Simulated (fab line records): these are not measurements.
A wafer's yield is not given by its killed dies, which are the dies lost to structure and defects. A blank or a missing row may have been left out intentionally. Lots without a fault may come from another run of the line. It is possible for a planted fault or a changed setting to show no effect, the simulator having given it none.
8D (eight disciplines) problem report, filled in by code + flow nand-harc + the parts of the form that need people (team, actions taken, sign-off) are left out

## 1. PROBLEM STATEMENT
Mean of killed-at-array at NHARC_END_SORT_01: 673 across 3 wafers in 2 lots; on wafers with no fault it is 56 (standard deviation 18). That puts it +34 standard deviations away from the usual mean.
Earliest sighting: wafer L939.1 on prober-02 at day 27 11:44. The record holds 6 wafers of 2 lots with a number at this step. Rule for "out" (also "out of limits"): further than 4 standard deviations from the usual mean. The rest of the wafers with a number are treated as sound.

## 2. WHAT IT IS, AND WHAT IT ISN'T
| question                    | is                           | is not                                                                   |
|-----------------------------|------------------------------|--------------------------------------------------------------------------|
| which readings at this step | killed-at-array, killed-dies | killed-at-other, killed-at-periphery, killed-open, killed-short          |
| which lots                  | L938, L939                   | -                                                                        |
| which wafers of those lots  | L938.3, L939.1, L939.4       | L938.2, L938.6, L939.6                                                   |
| read on which gauges        | prober-02                    | -                                                                        |
| when                        | from day 27 11:44            | up to then (0 sound wafers); but 3 sound wafers of L938, L939 came after |

## 3. WHAT RULES OUT EACH SUSPECT
Counting: a tool at a process step up to the reading stays a suspect if it ran every lot that is out. Sound lots after the first of them don't rule it out here, since some wafers of a struck lot are sound.
- the gauge at NHARC_END_SORT_01: kept. All the wafers that are out were read on prober-02, and no step on other tools shows them out.
- acl-dep-02 at NHARC_A_CONTACT_DEP_28 (deposits aC, target thk 7000 nm): kept. It ran every lot that is out, first L939 (day 24 05:23).
- pvd-sputter-02 at NHARC_THIN_TSV_DEGAS_49 (time 120 s): kept. It ran every lot that is out, first L939 (day 26 23:25).
Still standing after the count: acl-dep-02 at NHARC_A_CONTACT_DEP_28, pvd-sputter-02 at NHARC_THIN_TSV_DEGAS_49, prober-02 at NHARC_END_SORT_01.

## 4. THE CAUSE (what the simulator had put in)
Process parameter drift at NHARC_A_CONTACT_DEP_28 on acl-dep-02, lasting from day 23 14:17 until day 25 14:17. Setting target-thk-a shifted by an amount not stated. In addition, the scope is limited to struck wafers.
After counting, 3 suspects remain, this tool included.

## 5. THE CHAIN OF EFFECTS, in route order
Each row: a reading whose mean over the struck wafers that have a number lies more than 3 standard deviations from the usual. Readings are gone through only where the record gives a usual standard deviation; hours: the median, over the lots, of the time from a lot's start at the first step in this table giving one to that lot's start at this step; sigmas: the change measured in usual standard deviations.
| hours | step              | reading         | usual | on struck wafers | change | sigmas |
|-------|-------------------|-----------------|-------|------------------|--------|--------|
| 0     | NHARC_END_SORT_01 | killed-at-array | 56    | 673              | +617   | +34    |
| 0     | NHARC_END_SORT_01 | killed-dies     | 61    | 675              | +614   | +32    |

## 6. HOW IT WOULD HAVE BEEN CAUGHT EARLIER
Counted from the fault's start at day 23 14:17, it took 93 hours until the first out-of-limits reading at a measuring or inspecting step in this record, taken at day 27 11:44.
Of the tool readings at NHARC_A_CONTACT_DEP_28 for which the record gives a usual standard deviation, none was out on any struck wafer, so an alarm limit of 4 standard deviations on them would not have fired.
By day 27 11:44, every lot that is out (2) had started NHARC_A_CONTACT_DEP_28 on acl-dep-02. Tool hold at that time: it would have spared none of them.
